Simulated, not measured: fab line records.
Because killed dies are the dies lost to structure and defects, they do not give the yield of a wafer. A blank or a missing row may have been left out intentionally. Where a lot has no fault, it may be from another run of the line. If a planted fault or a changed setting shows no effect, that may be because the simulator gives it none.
Which tool did it? + flow n5Finfet + Sampling: 12 lots, 35 wafers, 5 of 1938 route steps

== WHAT THE GAUGES READ, wafer by wafer ==
The record lacks any reading of a measuring or inspecting step that a usual standard deviation could be used to judge.

== TOOL THAT RAN EACH LOT (tool first, then ch and the chambers of the sampled wafers, then the start) ==
| lot  | N5_DUMMY_REMOVAL_STRIP_10        | N5_HKMG_FIN_ALD_74             | N5_HKMG_FIN_STRIP_60               | N5_HKMG_FIN_WET_ETCH_82           | N5_PASSIVATION_PROBE_49 |
|------|----------------------------------|--------------------------------|------------------------------------|-----------------------------------|-------------------------|
| L913 | rieDiel-01 ch 0,2,3, day 3 23:01 | aldHk-02 ch 0,1, day 4 00:08   | plasmaAsher-01 ch 0,1, day 4 01:46 | wetBench-06 ch 2,3,7, day 4 03:03 | -                       |
| L914 | rieDiel-01 ch 0,3, day 4 05:56   | aldHk-03 ch 1,2,3, day 4 06:53 | plasmaAsher-02 ch 0, day 4 08:24   | wetBench-01 ch 2,4,5, day 4 09:36 | -                       |
| L923 | rieDiel-01 ch 1,2,3, day 6 13:01 | aldHk-03 ch 0,1,2, day 6 14:07 | plasmaAsher-02 ch 0,1, day 6 15:57 | wetBench-02 ch 0,6,7, day 6 17:11 | prober-02, day 15 04:17 |
| L924 | rieDiel-03 ch 0,2, day 6 19:13   | aldHk-02 ch 0,3, day 6 20:09   | plasmaAsher-01 ch 0,1, day 6 21:47 | wetBench-06 ch 1,2,6, day 6 22:59 | -                       |
| L925 | rieDiel-03 ch 1,2, day 7 01:52   | aldHk-01 ch 0,1,3, day 7 02:47 | plasmaAsher-02 ch 0,1, day 7 04:18 | wetBench-01 ch 0,1,7, day 7 05:32 | prober-02, day 15 17:37 |
| L927 | rieDiel-01 ch 0,1, day 7 11:23   | aldHk-02 ch 0,1, day 7 12:19   | plasmaAsher-01 ch 1, day 7 13:49   | wetBench-01 ch 4,5,6, day 7 15:01 | prober-02, day 16 09:45 |
| L929 | rieDiel-01 ch 2,3, day 7 22:50   | aldHk-03 ch 0,1,2, day 7 23:46 | plasmaAsher-02 ch 0,1, day 8 01:23 | wetBench-02 ch 1,6,7, day 8 02:28 | -                       |
| L930 | rieDiel-01 ch 1,2,3, day 8 04:50 | aldHk-01 ch 0,2,3, day 8 05:45 | plasmaAsher-01 ch 0, day 8 07:42   | wetBench-06 ch 3,5,6, day 8 08:54 | -                       |
| L931 | rieDiel-05 ch 2,3, day 8 11:20   | aldHk-01 ch 2,3, day 8 12:24   | plasmaAsher-02 ch 0, day 8 14:07   | wetBench-06 ch 4,5, day 8 15:20   | -                       |
| L933 | rieDiel-01 ch 1,2, day 9 01:29   | aldHk-03 ch 0,1,3, day 9 02:34 | plasmaAsher-02 ch 0,1, day 9 04:04 | wetBench-01 ch 0,1,3, day 9 05:19 | -                       |
| L934 | rieDiel-03 ch 0,2,3, day 9 03:22 | aldHk-02 ch 2,3, day 9 04:20   | plasmaAsher-01 ch 0,1, day 9 06:01 | wetBench-01 ch 0,3,4, day 9 07:13 | -                       |
| L936 | rieDiel-05 ch 0,3, day 9 19:40   | aldHk-01 ch 0,1,3, day 9 20:35 | plasmaAsher-01 ch 1, day 9 22:06   | wetBench-01 ch 0,2,3, day 9 23:18 | -                       |
- N5_DUMMY_REMOVAL_STRIP_10: strips in N2/H2, time 40 s.
- N5_HKMG_FIN_ALD_74: deposits La2O3, target thk 0.5 nm, pulse time 6 s, co reactant pulse time 1 s.
- N5_HKMG_FIN_STRIP_60: strips in N2/H2, time 360 s.
- N5_HKMG_FIN_WET_ETCH_82: etches La2O3 in dHCl, stops on HfO2, target depth 2 nm, rinse time 30 s.
- N5_PASSIVATION_PROBE_49

== AS READ BY THE TOOLS THEMSELVES (means over the sampled wafers that have a number; for cases with no such wafer, the mark the record gives instead) ==
N5_DUMMY_REMOVAL_STRIP_10.
| lot  | tool       | drypumpMotorCurrentA (A) | oesProductAu (a.u.) | rfVppV (V) | showerheadPlenumPTorr (Torr) | throttleValvePct (%) |
|------|------------|--------------------------|---------------------|------------|------------------------------|----------------------|
| L913 | rieDiel-01 | 5.6                      | 0.76                | 45.3       | 3.34                         | 12.21                |
| L914 | rieDiel-01 | 5.8                      | 0.83                | 45.5       | 3.39                         | 12.13                |
| L923 | rieDiel-01 | 5.6                      | 0.93                | 45.2       | 3.34                         | 11.73                |
| L924 | rieDiel-03 | 6.0                      | 0.84                | 45.4       | 3.43                         | 12.17                |
| L925 | rieDiel-03 | 6.3                      | 0.78                | 45.1       | 3.38                         | 12.15                |
| L927 | rieDiel-01 | 5.5                      | 0.92                | 44.5       | 3.29                         | 11.82                |
| L929 | rieDiel-01 | 5.8                      | 0.89                | 45.0       | 3.37                         | 11.87                |
| L930 | rieDiel-01 | 5.6                      | 0.89                | 45.7       | 3.33                         | 11.77                |
| L931 | rieDiel-05 | 5.4                      | 0.77                | 45.2       | 3.38                         | 12.31                |
| L933 | rieDiel-01 | 5.4                      | 0.89                | 45.6       | 3.29                         | 11.67                |
| L934 | rieDiel-03 | 6.1                      | 0.83                | 45.4       | 3.46                         | 12.08                |
| L936 | rieDiel-05 | 5.3                      | 0.71                | 44.4       | 3.33                         | 12.42                |

N5_HKMG_FIN_ALD_74.
| lot  | tool     | heaterPowerW (W) | precursorPulseHeightRel |
|------|----------|------------------|-------------------------|
| L913 | aldHk-02 | 341              | 0.995                   |
| L914 | aldHk-03 | 355              | 0.990                   |
| L923 | aldHk-03 | 348              | 1.010                   |
| L924 | aldHk-02 | 371              | 1.010                   |
| L925 | aldHk-01 | 354              | 1.008                   |
| L927 | aldHk-02 | 344              | 1.023                   |
| L929 | aldHk-03 | 341              | 1.008                   |
| L930 | aldHk-01 | 359              | 1.004                   |
| L931 | aldHk-01 | 358              | 0.980                   |
| L933 | aldHk-03 | 347              | 1.002                   |
| L934 | aldHk-02 | 345              | 1.003                   |
| L936 | aldHk-01 | 352              | 1.004                   |

N5_HKMG_FIN_STRIP_60.
| lot  | tool           | drypumpMotorCurrentA (A) | heaterPowerW (W) |
|------|----------------|--------------------------|------------------|
| L913 | plasmaAsher-01 | 6.0                      | 523              |
| L914 | plasmaAsher-02 | 5.1                      | 506              |
| L923 | plasmaAsher-02 | 5.6                      | 469              |
| L924 | plasmaAsher-01 | 5.7                      | 517              |
| L925 | plasmaAsher-02 | 5.6                      | 469              |
| L927 | plasmaAsher-01 | 6.2                      | 540              |
| L929 | plasmaAsher-02 | 5.4                      | 488              |
| L930 | plasmaAsher-01 | 5.5                      | 501              |
| L931 | plasmaAsher-02 | 5.1                      | 514              |
| L933 | plasmaAsher-02 | 5.3                      | 494              |
| L934 | plasmaAsher-01 | 5.8                      | 516              |
| L936 | plasmaAsher-01 | 6.2                      | 534              |

N5_HKMG_FIN_WET_ETCH_82.
| lot  | tool        | bathHeatDutyPct (%) | rinseTempC (C) |
|------|-------------|---------------------|----------------|
| L913 | wetBench-06 | 5.8                 | 23.08          |
| L914 | wetBench-01 | 6.9                 | 23.02          |
| L923 | wetBench-02 | -                   | -              |
| L924 | wetBench-06 | -                   | -              |
| L925 | wetBench-01 | -                   | -              |
| L927 | wetBench-01 | 7.3                 | 22.96          |
| L929 | wetBench-02 | 6.9                 | 23.12          |
| L930 | wetBench-06 | 6.0                 | 23.07          |
| L931 | wetBench-06 | 6.7                 | 23.09          |
| L933 | wetBench-01 | 6.4                 | 23.00          |
| L934 | wetBench-01 | 6.5                 | 22.98          |
| L936 | wetBench-01 | 6.3                 | 22.90          |

N5_PASSIVATION_PROBE_49.
| lot  | tool      | killed_at_M0_to_M3 | killed_at_M4_up | killedAtContacts | killedAtFrontEnd | killedAtOther | killedDies | killedOpen | killedShort |
|------|-----------|--------------------|-----------------|------------------|------------------|---------------|------------|------------|-------------|
| L923 | prober-02 | 22                 | 13              | 10               | 28               | 1.7           | 75         | 50         | 24          |
| L925 | prober-02 | 34                 | 11              | 12               | 51               | 7.3           | 116        | 76         | 37          |
| L927 | prober-02 | 40                 | 13              | 18               | 35               | 1.3           | 107        | 71         | 34          |

== THE ANSWER, worked out from the rows above alone ==
Rule: the usual values come from the lots themselves. Put in order of their means at a reading, lots are off if they are a third of the lots or fewer, leave a main group of 4 or more, and stand apart from it by a gap of 3 or more times the standard deviation of the main group's means; of several such gaps the widest counts. The tables above print the reading to a certain number of digits; a main group whose means all agree to those digits is not used. A lot without any number at a reading at which 4 lots or more have one is off too. All remaining lots with rows at the step are treated as sound. After the gauges, taken in route order, come the tools' own readings; for these a lot's mean is taken, as printed above. At the first step where some lot is off, the reading lying furthest off is the one used; lots without a number count as furthest.
Off: L923, L924, L925, at N5_HKMG_FIN_WET_ETCH_82 (bathHeatDutyPct). Without a number there: L923, L924, L925. Mean 6.5 % and standard deviation 0.44 in the main group.
If a tool, at that step or one of the process steps before it, ran each lot that is off and ran no sound lot following the first of them, it fits. No candidate that was tried fits.

== WHAT THE SIMULATOR PUT IN ==
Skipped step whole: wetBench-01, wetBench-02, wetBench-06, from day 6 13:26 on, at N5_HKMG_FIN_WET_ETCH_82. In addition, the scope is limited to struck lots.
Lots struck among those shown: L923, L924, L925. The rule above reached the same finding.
